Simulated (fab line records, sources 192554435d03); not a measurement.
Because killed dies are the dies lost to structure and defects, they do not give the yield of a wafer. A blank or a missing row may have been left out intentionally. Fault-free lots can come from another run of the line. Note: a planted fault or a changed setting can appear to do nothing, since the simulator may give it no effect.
A struck lot beside a sound one -- flow n5Finfet -- 32 out of 1938 route steps
Sound: these wafers, L670.3, L670.5, L670.6. Wafers struck: L676.1, L676.2, L676.5. The cause is named last.
For every step that has rows: the tool of each side, followed by ch and its chambers, followed by its first start. Under that, the readings that differ: sound wafers -- struck wafers -- difference of the means -- sigmas: that difference in standard deviations of wafers without a fault.
alike: words and numbers the same on both sides, and readings whose means are apart by under 2 such deviations; not compared: readings that were withheld, readings missing a value for some wafer, numbers with overlapping values and no deviation given by the record, and bounds like >300 which may hide the same value.
The two part at a step that has a row with sigmas, a row that says differs or no value, or rows on one side only. Numbers that don't overlap but have no deviation are shown without sigmas and don't part them. A reading that every wafer of one side lacks parts them only if that side has two wafers or more.

first, 10 steps without rows for these wafers: N5_SD_EPI_P_PRECLEAN_51 (cleans in NF3:NH3, afs cycles 1, time 20 s, sublimation time 60 s); N5_SD_EPI_P_VAPOR_ETCH_44 (etches SiGe30 in NF3/Ar, time 3.3 s); N5_SD_EPI_P_EPI_21 (deposits SiGe:B, time 355 s); N5_SD_EPI_P_HM_STRIP_48 (strips SiNx in H3PO4, material SiNx, target depth 3 nm); N5_SD_EPI_P_SRD_49 (time 30 s); N5_SD_EPI_P_PRECLEAN_24 (cleans in O3/DIW, time 45 s); N5_SD_EPI_P_PRECLEAN_32 (cleans in dHF, time 10 s); N5_SD_EPI_P_PRECLEAN_33 (cleans in SC2, time 45 s); N5_SD_EPI_P_SRD_25 (time 30 s); N5_SD_ACTIVATION_RTA_00 (time 0 s).
N5_SD_ACTIVATION_LSA_01: time 0.0008 s.
  sound on laserAnneal-01 ch 0, day 4 09:01; struck on laserAnneal-01 ch 0, day 5 22:29
reading,sound,struck,difference,sigmas
wafer_temp_C_max,1084.0 1084.7 1084.5,1054.1 1055.5 1054.4,-29.7,-36
N5_SD_ACTIVATION_RS_MEAS_03: the measuring method here is four-point-probe.
  struck on filmMetro-02, day 5 22:41; sound on filmMetro-01, day 4 09:13
reading,sound,struck,difference,sigmas
RS_SD_N (ohm/sq),21.22 21.11 21.45,25.58 25.82 25.39,+4.34,+15
  alike: RS_SD_P
then, 19 steps without rows for these wafers: N5_ILD0_LINER_00 (material SiNx, target thk 4 nm, pulse time 1 s, purge time 2 s); N5_ILD0_FCVD_FILL_01 (material SiO2 flowable, target thk 200 nm, time 328.3 s); N5_ILD0_CURE_02 (time 1800 s); N5_ILD0_CMP_03 (polishes, stops on SiNx, t overpolish 1.9 s, target thk 197.38 nm); N5_ILD0_CMP_07 (polishes SiO2 flowable, stops on poly-Si, t overpolish 1.18 s, target thk 138.88 nm); N5_ILD0_PRECLEAN_10 (cleans in NF3:NH3, afs cycles 5, time 20 s, sublimation time 60 s); N5_ILD0_ALD_15 (deposits SiNx, target thk 24 nm, pulse time 1 s, ald cycles 480); N5_ILD0_CMP_12 (polishes SiNx, stops on poly-Si, t overpolish 6 s, target thk 17.67 nm); N5_SDB_HM_DEP_00 (deposits SiNx from SiH4/NH3/N2, target thk 40 nm, time 35.3 s); N5_SDB_COAT_03 (time 60 s, resist thk 100 nm); N5_SDB_COAT_04 (time 60 s, resist thk 18 nm); N5_SDB_COAT_05 (resist thk 90 nm); N5_SDB_EBR_07; N5_SDB_SOFTBAKE_06 (time 60 s); N5_SDB_EXPOSE_08 (exposes mask SDB); N5_SDB_PEB_09 (peb time 60 s); N5_SDB_DEVELOP_10 (develop time 30 s); N5_SDB_DESCUM_16 (chemistry O2, time 7.9 s); N5_SDB_ETCH_17 (etches SiARC in CF4, target depth 23.4 nm, time 39 s).
-- the record jumps here: 4 days lie between the struck wafers' starts before and after (it left off in module SDB and takes up again in module BEOL_M4, whose first step shown is number 1111 of the route) --
N5_BEOL_M4_RC_MEAS_101:
  sound on prober-01 ch 0, day 9 02:13; struck on prober-01 ch 0, day 10 09:22
reading,sound,struck,difference,sigmas
RC_DENSE_N (ohm.um),18.9 18.6 19.7,20.9 21.9 22.5,+2.7,+6
RC_N (ohm.um),15.7 15.2 15.8,17.1 17.8 18.7,+2.3,+7
RS_SD_N (ohm/sq),27.6 27.3 27.9,32.6 32.7 32.5,+5.0,+12
  alike: DIBL_N, DIBL_P, IOFF_N, IOFF_P, ION_N, ION_P, REXT_N, SS_N, SS_P, VT_N, VT_P

WHERE THEY PART
At N5_SD_ACTIVATION_LSA_01 first; at N5_BEOL_M4_RC_MEAS_101 last (within this record only).

WHY: the cause the simulator had injected
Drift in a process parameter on laserAnneal-01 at N5_SD_ACTIVATION_LSA_01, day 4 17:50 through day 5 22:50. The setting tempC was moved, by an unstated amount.
